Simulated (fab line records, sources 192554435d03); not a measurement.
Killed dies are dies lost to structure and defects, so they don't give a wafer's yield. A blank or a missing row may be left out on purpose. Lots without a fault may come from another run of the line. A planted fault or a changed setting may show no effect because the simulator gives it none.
Chamber matching | flow n5_finfet | N5_BEOL_M4_ALD_98 on ald_sin-01: 4 sister chambers
The step deposits SiO2, target thk 2.5 nm, pulse time 1 s, co reactant pulse time 1 s. 8 wafers are shown with their chamber, then 8 later ones without.

WAFERS WITH THEIR CHAMBER
wafer  | chamber | heater_power_w (W) | precursor_pulse_height_rel
L086.6 | 2       | 73                 | 1.002
L089.2 | 0       | 66                 | 0.987
L089.4 | 3       | 81                 | 0.987
L089.6 | 3       | 81                 | 1.014
L092.3 | 2       | 72                 | 1.031
L092.4 | 1       | 78                 | 1.005
L092.5 | 0       | 68                 | 0.995
L094.1 | 1       | 80                 | 0.961

WAFERS WITHOUT THEIR CHAMBER
wafer  | heater_power_w (W) | precursor_pulse_height_rel
L094.2 | 72                 | 1.021
L094.4 | 72                 | 0.994
L096.1 | 80                 | 1.002
L096.2 | 83                 | 0.987
L096.3 | 73                 | 0.992
L097.1 | 85                 | 1.010
L097.2 | 79                 | 0.966
L097.6 | 80                 | 0.994

WHICH CHAMBER EACH WENT THROUGH
wafer  | from the rows above     | in truth
L094.2 | 2                       | 2
L094.4 | 2                       | 2
L096.1 | can't be placed: 3 or 1 | 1
L096.2 | can't be placed: 3 or 1 | 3
L096.3 | 2                       | 2
L097.1 | 3                       | 3
L097.2 | can't be placed: 1 or 3 | 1
L097.6 | can't be placed: 3 or 1 | 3
Placed correctly: 4 of 8. Can't be placed from these rows: 4 (the true chamber is among the candidates in 4). Placed wrongly: 0.
How it was worked out, from the rows above alone: a wafer's distance from a chamber is the root of the sum, over the readings, of the square of ((its reading less the chamber's mean) divided by the reading's scatter). The wafer belongs to the nearest chamber; if the next one is less than 2 further off, it can't be placed. A chamber's mean is the mean of its shown wafers. The scatter: the root of (the sum of the squares of (reading less its chamber's mean) over the shown wafers, divided by (wafers less chambers)).
